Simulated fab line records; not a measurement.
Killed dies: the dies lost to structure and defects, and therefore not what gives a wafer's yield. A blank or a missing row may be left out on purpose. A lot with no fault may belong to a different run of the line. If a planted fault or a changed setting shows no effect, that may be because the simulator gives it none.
Matching of chambers | flow nand_harc | NHARC_A_STAIRCASE_DESCUM_291 on rie_diel-07: 4 sister chambers
The step chemistry O2, time 3 s. 16 wafers are shown with their chamber, then 8 later ones without.

WAFERS WITH THEIR CHAMBER
wafer  | chamber | showerhead_plenum_p_Torr (Torr) | drypump_motor_current_A (A) | oes_product_au (a.u.)
L077.3 | 0       | 1.85                            | 6.7                         | 0.988
L077.5 | 0       | 1.85                            | 6.6                         | 0.999
L077.6 | 1       | 1.86                            | 4.7                         | 1.000
L079.2 | 3       | 2.05                            | 5.5                         | 0.992
L079.3 | 2       | 2.01                            | 6.0                         | 1.007
L079.4 | 0       | 1.85                            | 6.7                         | 0.993
L082.1 | 1       | 1.86                            | 4.8                         | 1.005
L082.2 | 2       | 2.00                            | 6.0                         | 1.005
L082.4 | 3       | 2.05                            | 5.6                         | 1.010
L082.3 | 0       | 1.84                            | 6.7                         | 1.002
L082.5 | 2       | 2.01                            | 5.9                         | 1.007
L082.6 | 3       | 2.05                            | 5.5                         | 1.002
L081.4 | 1       | 1.86                            | 4.7                         | 1.009
L081.5 | 0       | 1.84                            | 6.7                         | 0.993
L081.6 | 3       | 2.05                            | 5.5                         | 0.993
L087.2 | 1       | 1.85                            | 4.7                         | 1.002

SIGNATURES (averages over the wafers above)
reading                  | chamber 0 | chamber 1 | chamber 2 | chamber 3 | scatter within a chamber
showerhead_plenum_p_Torr | 1.8460    | 1.8575    | 2.0067    | 2.0500    | 0.00467
drypump_motor_current_A  | 6.680     | 4.725     | 5.967     | 5.525     | 0.0497
oes_product_au           | 0.99500   | 1.00400   | 1.00633   | 0.99925   | 0.00567
Rule: distance of a wafer from a chamber = root of the sum over the readings of ((wafer's reading minus chamber's mean) / reading's scatter) squared. If the next closest chamber is less than 2 further off than the closest, the wafer can't be placed; otherwise it belongs to the closest. The scatter is the square root of a quotient: the sum, over the shown wafers, of each reading's squared deviation from its chamber's mean, divided by wafers minus chambers.

WAFERS WITH NO CHAMBER GIVEN
wafer  | showerhead_plenum_p_Torr (Torr) | drypump_motor_current_A (A) | oes_product_au (a.u.)
L087.4 | 1.84                            | 6.7                         | 0.999
L087.6 | 1.85                            | 4.8                         | 1.004
L087.1 | 2.00                            | 5.9                         | 0.997
L087.3 | 2.05                            | 5.5                         | 0.998
L087.5 | 1.84                            | 6.7                         | 0.989
L088.1 | 1.84                            | 6.6                         | 0.986
L088.2 | 2.05                            | 5.6                         | 0.988
L088.6 | 1.84                            | 6.7                         | 0.984

WHICH CHAMBER EACH ONE RAN IN
wafer  | from the rows above | in truth
L087.4 | 0                   | 0
L087.6 | 1                   | 1
L087.1 | 2                   | 2
L087.3 | 3                   | 3
L087.5 | 0                   | 0
L088.1 | 0                   | 0
L088.2 | 3                   | 3
L088.6 | 0                   | 0
8 of 8 placed correctly. Can't be placed from these rows: 0. Number placed wrongly: 0.
